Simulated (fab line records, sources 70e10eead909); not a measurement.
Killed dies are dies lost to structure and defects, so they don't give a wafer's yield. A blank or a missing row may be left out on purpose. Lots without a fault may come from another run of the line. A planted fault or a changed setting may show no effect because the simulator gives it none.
Chamber matching | flow nand_harc | NHARC_A_CHANNEL_FILL_D1_STRIP_28 on rie_diel-12: 4 sister chambers
The step strips in O2, time 20 s. 4 wafers are shown with their chamber, then 8 later ones without.

WAFERS WITH THEIR CHAMBER
wafer  | chamber | showerhead_plenum_p_Torr (Torr)
L084.3 | 2       | 3.75
L086.3 | 0       | 3.29
L086.6 | 1       | 3.45
L094.1 | 3       | 3.63

WAFERS WITHOUT THEIR CHAMBER
wafer  | showerhead_plenum_p_Torr (Torr)
L094.3 | 3.28
L094.4 | 3.45
L092.1 | 3.28
L092.2 | 3.45
L092.4 | 3.75
L095.1 | 3.63
L095.2 | 3.28
L095.3 | 3.74

WHICH CHAMBER EACH WENT THROUGH
wafer  | from the rows above | in truth
L094.3 | 0                   | 0
L094.4 | 1                   | 1
L092.1 | 0                   | 0
L092.2 | 1                   | 1
L092.4 | 2                   | 2
L095.1 | 3                   | 3
L095.2 | 0                   | 0
L095.3 | 2                   | 2
Placed correctly: 8 of 8. Can't be placed from these rows: 0. Placed wrongly: 0.
How it was worked out, from the rows above alone: a wafer's distance from a chamber is the root of the sum, over the readings, of the square of ((its reading less the chamber's mean) divided by the reading's scatter). The wafer belongs to the nearest chamber; if the next one is less than 2 further off, it can't be placed. A chamber's mean is the mean of its shown wafers. The scatter: with one shown wafer a chamber, the root of the mean of the squares of how far each hidden wafer lies from its nearest shown one.
